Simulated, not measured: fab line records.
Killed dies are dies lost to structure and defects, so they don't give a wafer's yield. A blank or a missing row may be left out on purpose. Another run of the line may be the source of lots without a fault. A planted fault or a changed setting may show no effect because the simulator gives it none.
Check for tools in common | flow n5Finfet | 29 wafers sampled across 10 lots

WHAT PROMPTED THE OPENING
At N5_BEOL_M4_RC_MEAS_101 the reading RS_NWELL is flagged on 3 of 10 lots. Wafers without a fault read 1039 ohm/sq, standard deviation 6.4.
Rule: a lot is flagged when every wafer of it that has a number lies more than 4 standard deviations from that mean, or none has a number. The other lots count as sound.

lot  | measured     | on        | RS_NWELL (ohm/sq), wafer by wafer | flag
L519 | day 7 22:44  | prober-02 | 1031 1033                         | 
L520 | day 8 01:22  | prober-02 | 1034 1039 1030                    | 
L522 | day 8 15:17  | prober-02 | 1042 1053 1038                    | 
L524 | day 9 02:31  | prober-02 | 1033 1044 1031                    | 
L527 | day 9 11:06  | prober-01 | 1037 1051 1040                    | 
L528 | day 9 16:11  | prober-02 | 1025 1033 1034                    | 
L531 | day 11 02:02 | prober-02 | 1023 1039 1029                    | 
L538 | day 12 18:07 | prober-02 | 1971 1962 1960                    | FLAGGED
L539 | day 12 22:44 | prober-02 | 1942 1949 1954                    | FLAGGED
L540 | day 13 02:18 | prober-02 | 1947 1931 1941                    | FLAGGED
Flagged lots average 1951 ohm/sq: +912 ohm/sq relative to the usual, that is +99 or more standard deviations.

EACH LOT AND THE TOOL IT RAN ON
The record holds 2 process steps before the reading, out of a route of 1938 steps. Cell contents, in order: the tool; ch with the chambers the sampled wafers went through; the start.
lot  | flag    | N5_WELL_APT_IMPLANT_14         | N5_BEOL_M4_ANNEAL_93
L519 |         | implanter-02 ch 0, day 1 13:53 | pvdSputter-03, day 7 21:11
L520 |         | implanter-01 ch 0, day 1 20:38 | pvdSputter-03, day 7 23:54
L522 |         | implanter-01 ch 0, day 2 07:50 | pvdSputter-02, day 8 13:33
L524 |         | implanter-02 ch 0, day 2 20:07 | pvdSputter-01, day 9 00:41
L527 |         | implanter-01 ch 0, day 3 13:52 | pvdSputter-01, day 9 09:35
L528 |         | implanter-02 ch 0, day 3 20:05 | pvdSputter-03, day 9 14:41
L531 |         | implanter-02 ch 0, day 4 14:04 | pvdSputter-01, day 11 00:20
L538 | FLAGGED | implanter-01 ch 0, day 6 12:44 | pvdSputter-02, day 12 16:21
L539 | FLAGGED | implanter-01 ch 0, day 6 14:17 | pvdSputter-02, day 12 21:16
L540 | FLAGGED | implanter-01 ch 0, day 6 20:19 | pvdSputter-02, day 13 00:49
What these steps do:
- N5_WELL_APT_IMPLANT_14
- N5_BEOL_M4_ANNEAL_93: time 240 s.
- N5_BEOL_M4_RC_MEAS_101

FLAGGED AGAINST TOTAL, ONE TOOL AT A TIME (gauges that did the reading follow at the end)
step                   | tool          | lots run | flagged | share of the flagged lots | sound lots run after its first flagged lot
N5_WELL_APT_IMPLANT_14 | implanter-01  | 6        | 3       | all                       | 0
N5_WELL_APT_IMPLANT_14 | implanter-02  | 4        | 0       | none                      | -
N5_BEOL_M4_ANNEAL_93   | pvdSputter-01 | 3        | 0       | none                      | -
N5_BEOL_M4_ANNEAL_93   | pvdSputter-02 | 4        | 3       | all                       | 0
N5_BEOL_M4_ANNEAL_93   | pvdSputter-03 | 3        | 0       | none                      | -
N5_BEOL_M4_RC_MEAS_101 | prober-01     | 1        | 0       | none                      | -
N5_BEOL_M4_RC_MEAS_101 | prober-02     | 9        | 3       | all                       | 0

WHAT THE TABLE PERMITS
implanter-01 at N5_WELL_APT_IMPLANT_14, pvdSputter-02 at N5_BEOL_M4_ANNEAL_93 and prober-02 at N5_BEOL_M4_RC_MEAS_101: these 3 rows of the table ran every flagged lot.
- implanter-01 at N5_WELL_APT_IMPLANT_14: 3 of its 6 lots flagged. Last sound lot L527 at day 3 13:52, first flagged lot L538 at day 6 12:44; a fault beginning in between fits.
- pvdSputter-02 at N5_BEOL_M4_ANNEAL_93: 3 of its 4 lots flagged. Last sound lot L522 at day 8 13:33, first flagged lot L538 at day 12 16:21; a fault beginning in between fits.
- prober-02 at N5_BEOL_M4_RC_MEAS_101: 3 of its 9 lots flagged. Last sound lot L531 at day 11 02:02, first flagged lot L538 at day 12 18:07; a fault beginning in between fits.
These 3 tools cannot be told apart by counting lots, since each of them fits a fault that started at some hour. More lots, or a look at what each step does to the wafer, might.

WHAT HAD BEEN PUT IN BY THE SIMULATOR
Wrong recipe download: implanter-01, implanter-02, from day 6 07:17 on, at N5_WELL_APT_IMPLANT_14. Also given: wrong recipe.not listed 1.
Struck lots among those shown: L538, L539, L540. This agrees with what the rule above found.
